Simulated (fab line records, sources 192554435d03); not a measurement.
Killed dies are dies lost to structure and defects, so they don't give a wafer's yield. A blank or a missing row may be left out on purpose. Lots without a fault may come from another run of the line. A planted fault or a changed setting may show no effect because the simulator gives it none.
fab line records | flow n5_finfet
record lots=6 wafers=18 last_day=24
route steps=1938 shown MIM_BOT_ETCH@1867 PASS1_CAP@1873 TV_LITHO@1875 PASSIVATION@1936
lots that met no fault: from a run of the same line without faults
start_h: hours from the record's first day to the start of the lot's first wafer shown | wait_h: hours since the lot's step before | " the same as in the row above | L1.1+2: a row that stands for several wafers | - no value, or no start given | * or withheld: withheld | < > ~ a bound
route shown NAME@n: a module of which the file shows steps, and the number in the route of the first | usual: mean/standard deviation of fault-free wafers | same: alike in all rows | chamber/n: place in a boat | sites: the reading at each site | _std_site: their standard deviation | _edge_site: outer sites' mean less inner sites' | radius_mm: how far each site lies from the wafer's centre | mask NAME#n: copy n | behind: the tool/chamber that last shaped the wafer | hold: why the lot was held/for how many hours/how that ended | device: the transistor (n, p or np) that didn't switch | end of line: the same wafers' tests at the end of the route | a step without rows: its recipe alone | killed: dies lost to structure and defects at the first sort, not the wafer's yield | map: a wafer's dies, x killed, . not, _ none there
set.NAME: the setting as run; set.NAME@STEP: as run at that earlier step | model.NAME: the simulator's own value behind a step, which no gauge read
lots at some steps of the route; a table a step, a row a wafer
services: from which hour (start_h, from the record's first day; less than 0 if before it) a tool's chamber was out of use, for how many hours, and why
## steps
# step N5_MIM_BOT_ETCH_ETCH_03
# recipe chemistry=Cl2/BCl3 target_depth_a=120 pressure_mtorr=8 icp_w=800 bias_w=100 Cl2_flow_sccm=20 bcl3_flow_sccm=80
# usual drypump_motor_current_A=5.7/0.36 he_backside_leak_sccm=3.5/0.41 oes_product_au=0.81/0.063 throttle_valve_pct=27.33/0.25
# columns lot.wafer tool chamber start_h wait_h drypump_motor_current_A he_backside_leak_sccm oes_product_au rf_hours_counter_h throttle_valve_pct
L330.2 rie_metal-02 0 404.45 0.1 5.8 3.1 0.90 5 27.00
L330.3 " 1 " " 5.9 3.5 0.81 - 27.46
L330.5 " 0 " " 5.8 3.2 0.90 - 26.99
L331.1 rie_metal-02 1 486.27 0.1 6.0 3.5 0.79 34 27.46
L331.3 " 1 " " 5.9 3.4 0.78 - 27.49
L331.5 " 0 " " 5.8 3.2 0.86 - 27.02
L345.1 rie_metal-01 1 514.25 0.1 4.9 3.6 0.74 64 27.32
L345.3 " 0 " " 5.8 3.5 0.80 - 27.38
L345.4 " 1 " " 4.9 3.4 0.74 - 27.29
L343.1 rie_metal-02 0 525.34 0.1 5.8 3.2 0.85 16 27.03
L343.2 " 1 " " 5.9 3.6 0.77 38 27.49
L343.6 " 0 " " 5.8 3.0 0.85 - 27.04
L348.1 rie_metal-02 1 542.71 0.1 5.9 3.3 0.75 41 27.50
L348.2 " 0 " " 5.9 3.1 0.83 19 27.02
L348.5 " 0 " " 5.8 3.3 0.83 - 27.02
L351.3 rie_metal-01 1 566.69 0.1 4.9 3.6 0.95 - 27.38
L351.4 " 0 " " 5.8 3.7 0.77 - 27.38
L351.5 " 1 " " 4.9 3.7 0.97 - 27.37
# step N5_MIM_BOT_ETCH_ETCH_00
# recipe chemistry=Cl2/BCl3 target=TiN target_depth_a=455 ion_energy_ev=150 pressure_mtorr=10 icp_w=1000 bias_w=126 Cl2_flow_sccm=53.25 bcl3_flow_sccm=21.75 Ar_flow_sccm=25
# usual drypump_motor_current_A=5.7/0.36 he_backside_leak_sccm=3.5/0.37 oes_product_au=0.81/0.062 throttle_valve_pct=21.77/0.21
# columns lot.wafer tool chamber start_h wait_h drypump_motor_current_A he_backside_leak_sccm oes_product_au rf_hours_counter_h throttle_valve_pct
L330.2 rie_metal-02 0 404.54 0.1 5.9 3.1 0.91 5 21.50
L330.3 " 1 " " 5.9 3.5 0.80 - 21.91
L330.5 " 0 " " 5.8 3.1 0.91 - 21.53
L331.1 rie_metal-02 1 486.36 0.1 5.9 3.4 0.78 34 21.93
L331.3 " 1 " " 6.0 3.5 0.78 - 21.91
L331.5 " 0 " " 5.8 3.1 0.86 - 21.55
L345.1 rie_metal-01 1 514.34 0.1 4.9 3.5 0.73 64 21.79
L345.3 " 0 " " 5.8 3.7 0.80 - 21.74
L345.4 " 1 " " 4.9 3.5 0.73 - 21.77
L343.1 rie_metal-02 0 525.43 0.1 5.9 3.2 0.85 16 21.55
L343.2 " 1 " " 6.0 3.6 0.76 38 21.96
L343.6 " 0 " " 5.8 3.3 0.84 - 21.54
L348.1 rie_metal-02 1 542.80 0.1 6.0 3.6 0.75 41 21.96
L348.2 " 0 " " 5.9 3.2 0.84 19 21.53
L348.5 " 0 " " 5.9 3.1 0.84 - 21.55
L351.3 rie_metal-01 1 566.79 0.1 4.9 3.5 0.95 - 21.77
L351.4 " 0 " " 5.8 3.6 0.78 - 21.79
L351.5 " 1 " " 4.9 3.6 0.97 - 21.78
# step N5_MIM_BOT_ETCH_STRIP_01
# recipe chemistry=O2 power_w=600 temp_c=60 pressure_mtorr=30 rf_frequency_hz=6e+07 bias_power_w=0 overash_fraction=0.5 o2_flow_sccm=225
# usual drypump_motor_current_A=5.8/0.45 oes_product_au=0.80/0.069 rf_vpp_V=3.6/1.3 showerhead_plenum_p_Torr=2.13/0.062 throttle_valve_pct=16.69/0.22
# columns lot.wafer tool chamber start_h wait_h drypump_motor_current_A oes_product_au rf_hours_counter_h rf_vpp_V showerhead_plenum_p_Torr throttle_valve_pct
L330.2 rie_diel-02 2 404.68 0.1 5.7 0.83 81 3.1 2.14 16.82
L330.3 " 0 " " 6.5 0.75 106 1.2 2.12 16.87
L330.5 " 3 " " 5.2 0.81 - 1.8 2.14 16.76
L331.1 rie_diel-02 0 486.51 0.1 6.5 0.73 137 3.4 2.11 16.92
L331.3 " 3 " " 5.2 0.77 122 4.6 2.12 16.79
L331.5 " 2 " " 5.7 0.80 - 3.0 2.13 16.87
L345.1 rie_diel-06 0 514.49 0.1 5.0 0.79 121 5.7 2.12 16.67
L345.3 " 0 " " 5.1 0.79 - 2.6 2.12 16.68
L345.4 " 2 " " 5.1 0.85 - 2.5 2.05 16.72
L343.1 rie_diel-06 1 525.57 0.1 6.1 0.81 102 3.4 2.02 16.84
L343.2 " 2 " " 5.1 0.86 49 4.1 2.05 16.82
L343.6 " 3 " " 6.0 0.94 - 3.9 2.24 16.47
L348.1 rie_diel-03 2 542.94 0.1 5.9 0.86 69 3.5 2.21 16.33
L348.2 " 0 " " 6.1 0.92 17 3.0 2.06 16.64
L348.5 " 2 " " 5.9 0.83 - 2.6 2.21 16.34
L351.3 rie_diel-02 0 566.99 0.2 6.5 0.71 171 3.5 2.10 16.99
L351.4 " 1 " " 6.2 0.67 199 3.8 2.17 16.58
L351.5 " 2 " " 5.7 0.77 - 4.0 2.12 16.97
# step N5_MIM_BOT_ETCH_STRIP_02
# recipe chemistry=post_etch_residue_remover time_s=1200 temp_c=72.5
# step N5_MIM_BOT_ETCH_CLEAN_05
# recipe chemistry=IPA time_s=180 temp_c=25
# step N5_MIM_BOT_ETCH_SRD_06
# recipe dry=ipa_marangoni time_s=30 temp_c=23 rinse_liquid=diw
# step N5_PASSIVATION_PECVD_55
# recipe material=SiO2 target_thk_a=4000 temp_c=400 precursor=SiH4/N2O pressure_torr=2.7 rf_w=608 time_s=22.5
# usual heater_power_w=642/120 showerhead_plenum_p_Torr=8.18/0.089 showerhead_vpp_V=1498/95 throttle_valve_pct=50.7/2.4
# columns lot.wafer tool chamber start_h wait_h heater_power_w showerhead_plenum_p_Torr showerhead_vpp_V throttle_valve_pct
L330.2 pecvd-03 1 405.22 0.0 582 8.24 1454 52.1
L330.3 " 0 " " 709 8.14 1370 53.7
L330.5 " 2 " " 719 8.25 1643 51.8
L331.1 pecvd-04 2 487.01 0.0 576 8.08 1594 48.8
L331.3 " 0 " " 631 8.23 1564 47.6
L331.5 " 1 " " 780 8.20 1531 52.0
L345.1 pecvd-03 2 515.01 0.0 671 8.26 1655 52.2
L345.3 " 0 " " 759 8.13 1363 54.3
L345.4 " 1 " " 607 8.23 1464 52.2
L343.1 pecvd-04 2 526.07 0.0 563 8.09 1604 49.2
L343.2 " 0 " " 711 8.23 1560 47.4
L343.6 " 1 " " 617 8.21 1556 51.7
L348.1 pecvd-04 1 543.44 0.0 707 8.20 1541 51.9
L348.2 " 0 " " 684 8.24 1586 47.7
L348.5 " 1 " " 721 8.19 1543 51.9
L351.3 pecvd-03 1 567.49 0.0 623 8.23 1455 52.3
L351.4 " 2 " " 836 8.26 1626 52.6
L351.5 " 0 " " 809 8.13 1378 54.3
# step N5_PASSIVATION_PECVD_01
# recipe material=SiNx target_thk_a=2000 temp_c=400 precursor=SiH4/NH3/N2 pressure_torr=4.9 rf_w=1406 time_s=43.2
# usual heater_power_w=363/110 showerhead_plenum_p_Torr=8.69/0.061 showerhead_vpp_V=2278/140 throttle_valve_pct=28.7/1.4
# columns lot.wafer tool chamber start_h wait_h heater_power_w showerhead_plenum_p_Torr showerhead_vpp_V throttle_valve_pct
L330.2 pecvd-03 1 405.26 0.0 361 8.73 2199 29.6
L330.3 " 0 " " 503 8.63 2104 30.3
L330.5 " 2 " " 564 8.73 2495 29.3
L331.1 pecvd-04 2 487.04 0.0 353 8.62 2414 27.7
L331.3 " 0 " " 345 8.76 2364 26.9
L331.5 " 1 " " 442 8.72 2333 29.3
L345.1 pecvd-03 2 515.04 0.0 506 8.74 2522 29.6
L345.3 " 0 " " 537 8.63 2115 30.7
L345.4 " 1 " " 264 8.72 2152 29.4
L343.1 pecvd-04 2 526.10 0.0 345 8.63 2389 28.0
L343.2 " 0 " " 373 8.73 2391 26.8
L343.6 " 1 " " 447 8.73 2302 29.4
L348.1 pecvd-04 1 543.47 0.0 386 8.71 2323 29.5
L348.2 " 0 " " 364 8.73 2432 27.1
L348.5 " 1 " " 408 8.71 2332 29.2
L351.3 pecvd-03 1 567.52 0.0 333 8.74 2226 29.4
L351.4 " 2 " " 484 8.76 2473 29.7
L351.5 " 0 " " 424 8.66 2114 30.5
# step N5_PASSIVATION_HMDS_03
# recipe time_s=60 temp_c=120
# step N5_PASSIVATION_COAT_04
# recipe spin_rpm=* resist_thk_nm=*
# step N5_PASSIVATION_EBR_06
# recipe solvent=PGMEA ebr_width_mm=1.5
# step N5_PASSIVATION_SOFTBAKE_05
# recipe temp_c=100 time_s=90
# step N5_PASSIVATION_EXPOSE_07
# recipe mask_id=TV na=0.55 source_shape=conventional sigma_outer=0.8 polarization=unpolarized defocus_nm=0 target_cd_nm=3000 dose_mj=22.75
# columns lot.wafer tool chamber start_h wait_h mask model.TV_LITHO.overlay_x_nm
L330.2+3+5 krf_scanner-01 0 412.30 - TV#0 -2.4
L331.1+3+5 krf_scanner-01 0 487.40 - TV#0 -1.4
L345.1+3+4 krf_scanner-01 0 516.32 - TV#0 383.8
L343.1+2+6 krf_scanner-01 0 528.98 - TV#0 383.4
L348.1+2+5 krf_scanner-02 0 545.88 - TV#0 2
L351.3+4+5 krf_scanner-02 0 569.23 - TV#0 -3
# step N5_PASSIVATION_PEB_08
# recipe peb_temp_c=withheld peb_time_s=*
# step N5_PASSIVATION_DEVELOP_09
# recipe develop_time_s=60 rinse_liquid=diw dry=air_spin dev_temp_c=21
# step N5_PASSIVATION_HARDBAKE_11
# recipe temp_c=130 time_s=120
# step N5_PASSIVATION_CD_MEAS_10
# recipe target_cd_nm=3000 landing_energy_ev=500 detector=se_inlens
# usual cd_nm=2999.3/2.1
# columns lot.wafer tool chamber start_h wait_h cd_nm
L330.2 cd_sem-01 0 412.47 - 3003.0
L330.3 " 0 " " 2998.8
L330.5 " 0 " " 3000.7
L331.1 cd_sem-01 0 487.58 - 2998.8
L331.3 " 0 " " 2997.7
L331.5 " 0 " " 3000.3
L345.1 cd_sem-02 0 516.50 - 3000.0
L345.3 " 0 " " 3002.2
L345.4 " 0 " " 2998.6
L343.1 cd_sem-03 0 529.16 - 2996.9
L343.2 " 0 " " 2997.0
L343.6 " 0 " " 2995.2
L348.1 cd_sem-01 0 546.05 - 2999.2
L348.2 " 0 " " 2996.1
L348.5 " 0 " " 2997.8
L351.3 cd_sem-02 0 569.40 - 2998.5
L351.4 " 0 " " 2995.9
L351.5 " 0 " " 2996.3
# step N5_PASSIVATION_OVL_MEAS_60
# recipe points_per_wafer=44
# usual TV_OVL=0/6.3
# columns lot.wafer tool chamber start_h wait_h TV_OVL[nm]
L330.2 overlay-02 0 412.50 0.0 2
L330.3 " 0 " " 3
L330.5 " 0 " " 3
L331.1 overlay-01 0 487.61 0.0 9
L331.3 " 0 " " 4
L331.5 " 0 " " -2
L345.1 overlay-02 0 516.53 0.0 391
L345.3 " 0 " " 387
L345.4 " 0 " " 393
L343.1 overlay-01 0 529.19 0.0 382
L343.2 " 0 " " 393
L343.6 " 0 " " 386
L348.1 overlay-01 0 546.08 0.0 1
L348.2 " 0 " " -1
L348.5 " 0 " " 1
L351.3 overlay-01 0 569.43 0.0 -2
L351.4 " 0 " " -15
L351.5 " 0 " " -11
# step N5_PASSIVATION_INSPECT_61
# recipe mode=adi inspect_instrument=macro
# usual raw_defect_count=2.2/1.6
# columns lot.wafer tool chamber start_h wait_h raw_defect_count
L330.2 defect_inspect-01 - 412.52 0.0 0
L330.3 " - " " 4
L330.5 " - " " 1
L331.1 defect_inspect-01 - 487.63 0.0 4
L331.3 " - " " 2
L331.5 " - " " 1
L345.1 defect_inspect-01 - 516.55 0.0 3
L345.3 " - " " 2
L345.4 " - " " 2
L343.1 defect_inspect-01 - 529.21 0.0 2
L343.2 " - " " 2
L343.6 " - " " 2
L348.1 defect_inspect-02 - 546.11 0.0 0
L348.2 " - " " 4
L348.5 " - " " 1
L351.3 defect_inspect-01 - 569.45 0.0 1
L351.4 " - " " 2
L351.5 " - " " 6
# step N5_PASSIVATION_PROBE_49
# usual defect_limited_yield=90.7/1.5 killed_at_M0_to_M3=38/11 killed_at_M4_up=15/5.5 killed_at_contacts=12/6 killed_at_front_end=41/11 killed_at_other=3.5/2.7 killed_dies=110/18 killed_open=72/13 killed_short=35/8.7 sort_bin_5_function=5.5/1.1 sort_bin_6_memory=3.4/0.63 sort_bin_8_speed=0.01/0.037 sort_n_pass=1070/18 sort_yield_pct=90.7/1.5
# same gross_dies=1180 killed_at_back_side=0 sort_bin_4_leakage[%]=0
# columns lot.wafer tool chamber start_h wait_h defect_limited_yield[%] killed_at_M0_to_M3 killed_at_M4_up killed_at_contacts killed_at_front_end killed_at_other killed_dies killed_open killed_short sort_bin_5_function[%] sort_bin_6_memory[%] sort_bin_8_speed[%] sort_n_pass sort_yield_pct[%]
L330.2 prober-01 - 419.48 0.1 88.7 51 17 12 52 1 133 89 35 6.6 4.1 0 1047 88.7
L330.3 prober-01 - 419.53 0.1 89.7 45 28 15 33 1 122 81 39 6.5 3.4 0 1058 89.7
L330.5 prober-01 - 419.63 0.2 90.8 26 12 22 46 3 109 75 22 4.7 3.6 0.17 1069 90.6
# killed by level:class
L330.2 STI_FIN_REVEAL:geometric_particle:open=15 BEOL_M0_SAQP:geometric_particle:open=13 BEOL_M4:geometric_particle:open=10 BEOL_M0_SAQP:geometric_particle:short=8 BEOL_M2:geometric_particle:open=8 BEOL_M1:geometric_particle:open=8 FIN_SAQP:geometric_particle:open=7 DUMMY_GATE:geometric_particle:open=5
L330.3 BEOL_M4:geometric_particle:open=15 MOL_CONTACT_COAG:geometric_particle:open=12 BEOL_M2:geometric_particle:short=10 STI_FIN_REVEAL:geometric_particle:open=9 BEOL_M2:geometric_particle:open=8 BEOL_M0_SAQP:geometric_particle:short=7 DUMMY_GATE:geometric_particle:open=6 BEOL_M0_SAQP:geometric_particle:open=5
L330.5 MOL_CONTACT_COAG:geometric_particle:open=19 STI_FIN_REVEAL:geometric_particle:open=10 HKMG_FIN:area_etch=9 BEOL_M4:geometric_particle:open=8 BEOL_M2:geometric_particle:open=5 GATE_CUT:geometric_particle:open=4 GATE_CUT:geometric_particle:short=4 BEOL_M0:geometric_particle:open=4
## services
# columns tool chamber start_h hours kind
krf_scanner-02 - 386.81 0.6 repair
krf_scanner-02 - 391.33 0.3 repair
rie_metal-01 0 405.52 9.5 repair
rie_metal-01 - 405.81 15.6 pm
krf_scanner-02 - 420.07 1.0 pm
krf_scanner-02 - 423.88 0.3 repair
krf_scanner-02 - 442.99 0.7 repair
pecvd-03 - 445.76 6.0 pm
krf_scanner-02 - 448.21 0.8 pm
krf_scanner-01 - 456.18 0.6 repair
krf_scanner-01 - 466.17 0.8 pm
rie_diel-02 1 474.38 3.1 repair
krf_scanner-01 - 478.06 1.7 repair
krf_scanner-01 - 480.47 1.0 pm
krf_scanner-02 - 484.55 1.3 pm
krf_scanner-01 - 492.65 0.8 pm
krf_scanner-01 - 497.42 1.3 pm
krf_scanner-01 - 498.87 0.8 repair
pecvd-03 - 500.12 2.8 pm
krf_scanner-02 - 501.06 0.5 repair
rie_diel-02 3 501.45 3.5 repair
rie_metal-02 - 504.66 0.2 repair
rie_diel-06 1 509.46 12.9 repair
krf_scanner-01 - 568.49 2.3 repair
## key
first_sign step=N5_PASSIVATION_OVL_MEAS_60 reading=TV_OVL direction=up sigmas=62 usual=0 struck=389
effect none on later readings
model_effect step=N5_PASSIVATION_EXPOSE_07 value=TV_LITHO.overlay_x_nm without=-2.7 struck=383.6
met_at N5_PASSIVATION_EXPOSE_07
struck_wafers L343.1,L343.2,L343.6,L345.1,L345.3,L345.4
onset_between 487.40 516.32
also_fits N5_MIM_BOT_ETCH_STRIP_01:rie_diel-06
fault kind=scanner_matching_overlay tool=krf_scanner-01 chamber=- onset_h=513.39 steps=N5_PASSIVATION_EXPOSE_07 offset=386.24
